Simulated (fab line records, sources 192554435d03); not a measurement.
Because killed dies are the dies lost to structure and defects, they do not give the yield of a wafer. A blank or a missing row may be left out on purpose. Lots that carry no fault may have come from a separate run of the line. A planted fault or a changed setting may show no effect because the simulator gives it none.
Lot-split experiment    flow n5 finfet    7 lots, 39 wafers read, on a route of 1938 steps

THE SPLIT ITSELF
At N5_ZERO_LAYER_DEVELOP_10 (develop time 60 s), the setting develop time s was moved away from the recipe's 60 s on 15 of the 39 wafers read, by -48.7% to +34.1%. The other wafers ran this setting at the recipe's value.

THE PATH FROM SPLIT TO READING: the file shows 1 step between them
- N5_ZERO_LAYER_HARDBAKE_23: time 120 s

THE READING
cd nm (nm) at N5_ZERO_LAYER_CD_MEAS_11, where the cd target is 2000 nm. On this fab line, fault-free wafers typically give 2001.1 nm with a standard deviation of 2.7 nm.

wafer   tool, chamber at the split  develop time s as run, s  against the recipe  cd nm, nm  against lot-mates on the recipe
L075.1  litho track-02, 0           60                        recipe              1998.1     -
L075.2  litho track-02, 0           80.49                     +34.1%              2004.9     +4.3
L075.3  litho track-02, 0           60                        recipe              2002.5     -
L075.4  litho track-02, 0           80.49                     +34.1%              2005.5     +4.9
L075.5  litho track-02, 0           80.49                     +34.1%              2007.9     +7.3
L075.6  litho track-02, 0           60                        recipe              2001.3     -
L077.1  litho track-03, 0           60                        recipe              2004.7     -
L077.2  litho track-03, 0           60                        recipe              2002.2     -
L077.3  litho track-03, 0           60                        recipe              1999.8     -
L077.4  litho track-03, 0           60                        recipe              2002.3     -
L077.5  litho track-03, 0           60                        recipe              2002.7     -
L077.6  litho track-03, 0           60                        recipe              2003.5     -
L079.1  litho track-03, 0           60                        recipe              2003.5     -
L079.2  litho track-03, 0           60                        recipe              2002.1     -
L079.3  litho track-03, 0           60                        recipe              2000.7     -
L079.4  litho track-03, 0           35.7                      -40.5%              1987.7     -14.4
L079.5  litho track-03, 0           35.7                      -40.5%              1990.0     -12.1
L079.6  litho track-03, 0           35.7                      -40.5%              1992.0     -10.1
L088.1  litho track-03, 0           50.61                     -15.6%              2001.5     -1.4
L088.2  litho track-03, 0           60                        recipe              2005.5     -
L088.3  litho track-03, 0           60                        recipe              2000.7     -
L088.4  litho track-03, 0           50.61                     -15.6%              1996.0     -6.9
L088.5  litho track-03, 0           60                        recipe              2002.4     -
L088.6  litho track-03, 0           50.61                     -15.6%              1999.4     -3.5
L089.1  litho track-03, 0           30.79                     -48.7%              1987.3     -18.0
L089.2  litho track-03, 0           60                        recipe              2004.6     -
L089.3  litho track-03, 0           30.79                     -48.7%              1990.8     -14.5
L089.4  litho track-03, 0           60                        recipe              2005.1     -
L089.5  litho track-03, 0           30.79                     -48.7%              1990.5     -14.8
L089.6  litho track-03, 0           60                        recipe              2006.2     -
L090.1  litho track-02, 0           47.04                     -21.6%              1995.9     -3.7
L090.2  litho track-02, 0           60                        recipe              1999.5     -
L090.3  litho track-02, 0           60                        recipe              2000.5     -
L090.4  litho track-02, 0           47.04                     -21.6%              1995.6     -4.0
L090.5  litho track-02, 0           47.04                     -21.6%              1992.4     -7.2
L090.6  litho track-02, 0           60                        recipe              1998.9     -
L093.4  litho track-02, 0           60                        recipe              2001.8     -
L093.5  litho track-02, 0           60                        recipe              2002.5     -
L093.6  litho track-02, 0           60                        recipe              2000.1     -

FIT RESULTS
A straight line over all 39 wafers: cd nm changes by +0.235 nm for each +1% of develop time s; r = +0.89; the points scatter about the line by 2.4 nm.
The same after taking each lot's own level away (the mean of its wafers on the recipe; 39 wafers): +0.266 nm for each +1%; r = +0.94; scatter 2 nm.
According to that fit, moving develop time s by its largest amount changes the reading by 13 nm.
Across the lots, their own levels run from 1999.63 to 2005.30 nm, a range of 2.1 times the standard deviation given above.
So the slope is not independent of the lot-to-lot level: the two fits are not the same.
Check: for one of the wafers moved furthest among these (-48.7%), held out of the fit, the line's prediction against its lot-mates is -12.8 nm. Against them it came out at -18 nm.

THE WHOLE CHAIN: every reading that the file lists as answering this split, in the file's order
step                      what it does              reading                                                            change (the file's fit)                r (the file's)
N5_ZERO_LAYER_CD_MEAS_11  target cd 2000 nm         cd nm                                                              +0.275 nm for each +1% of the setting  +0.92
N5_ZERO_LAYER_DESCUM_16   chemistry O2, time 7.9 s  ZERO_LAYER.cd nm (the simulator's own value, which no gauge read)  +0.274 nm for each +1% of the setting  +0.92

FILE'S OWN FIT
cd nm changes by +0.275 nm for each +1% of develop time s, r = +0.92.
